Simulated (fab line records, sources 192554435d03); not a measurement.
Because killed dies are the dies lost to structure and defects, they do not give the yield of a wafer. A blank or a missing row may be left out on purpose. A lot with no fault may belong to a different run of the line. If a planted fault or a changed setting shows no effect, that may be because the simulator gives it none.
One fault seen from 2 desks    flow n5Finfet    every desk sees just its own numbers, and what lay behind them comes last

FOR THE TOOL OWNER'S DESK: aldSin-04
The tool's own readings at N5_BEOL_M0_SAQP_ALD_48 (deposits SiO2, target thk 20 nm, pulse time 1 s, co reactant pulse time 1 s): means of the sampled wafers that have a number, for each lot that ran on this tool. A lot is out of limits, marked OUT, if its mean lies more than 4 standard deviations from the usual mean; the brackets give that distance.
Columns: A = chamberPressureTorr at N5_BEOL_M0_SAQP_ALD_48, usual 2.000 Torr; B = heaterPowerW at N5_BEOL_M0_SAQP_ALD_48, usual 79 W; C = precursorPulseHeightRel at N5_BEOL_M0_SAQP_ALD_48, usual 1.000
lot   first seen here  A      B   C
L854  day 5 22:26      1.994  82  1.002
L862  day 7 22:39      2.005  79  1.023
L865  day 8 22:04      1.996  81  0.998
L872  day 10 08:17     2.002  88  1.005
This desk found nothing out of limits on any of the 4 lots.

METROLOGY DESK
Lot by lot, what the gauges showed, no matter which tool ran the lot: averages of those sampled wafers that carry a number. A lot is out of limits, marked OUT, if its mean lies more than 4 standard deviations from the usual mean; the brackets give that distance. 7 of its 12 readings are shown, namely those furthest out on some lot.
Columns: A = M0_CUT1_OVL at N5_BEOL_M0_SAQP_OVL_MEAS_41, usual 0.1 nm; B = DIBL_N at N5_BEOL_M4_RC_MEAS_101, usual 36.0 mV/V; C = DIBL_P at N5_BEOL_M4_RC_MEAS_101, usual 35.9 mV/V; D = ION_N at N5_BEOL_M4_RC_MEAS_101, usual 675 uA/um; E = ION_P at N5_BEOL_M4_RC_MEAS_101, usual 463 uA/um; F = VT_N at N5_BEOL_M4_RC_MEAS_101, usual 250 mV; G = VT_P at N5_BEOL_M4_RC_MEAS_101, usual -251 mV
lot   first seen here  A     B     C     D    E    F    G
L854  day 5 22:04      -1.1  36.3  36.1  670  458  251  -254
L855  day 6 01:45      0.1   34.7  36.0  670  458  251  -253
L860  day 7 09:48      1.0   35.2  34.6  676  467  251  -249
L862  day 7 22:16      0.6   36.3  35.0  657  450  256  -256
L865  day 8 20:25      1.4   35.2  36.0  673  461  248  -251
L867  day 9 03:14      0.0   36.9  36.2  678  470  249  -249
L872  day 10 07:49     -0.0  39.0  40.1  687  473  247  -249
L873  day 10 12:06     -0.0  35.7  36.3  679  464  250  -252
L874  day 10 16:11     0.5   34.2  33.8  668  464  252  -248
L875  day 11 04:59     0.3   36.0  38.0  683  465  245  -251
This desk found nothing out of limits on any of the 10 lots.

TAKEN TOGETHER
The tool owner's desk saw nothing out of limits.
The metrology desk saw nothing out of limits.

WHAT HAD BEEN PUT IN BY THE SIMULATOR
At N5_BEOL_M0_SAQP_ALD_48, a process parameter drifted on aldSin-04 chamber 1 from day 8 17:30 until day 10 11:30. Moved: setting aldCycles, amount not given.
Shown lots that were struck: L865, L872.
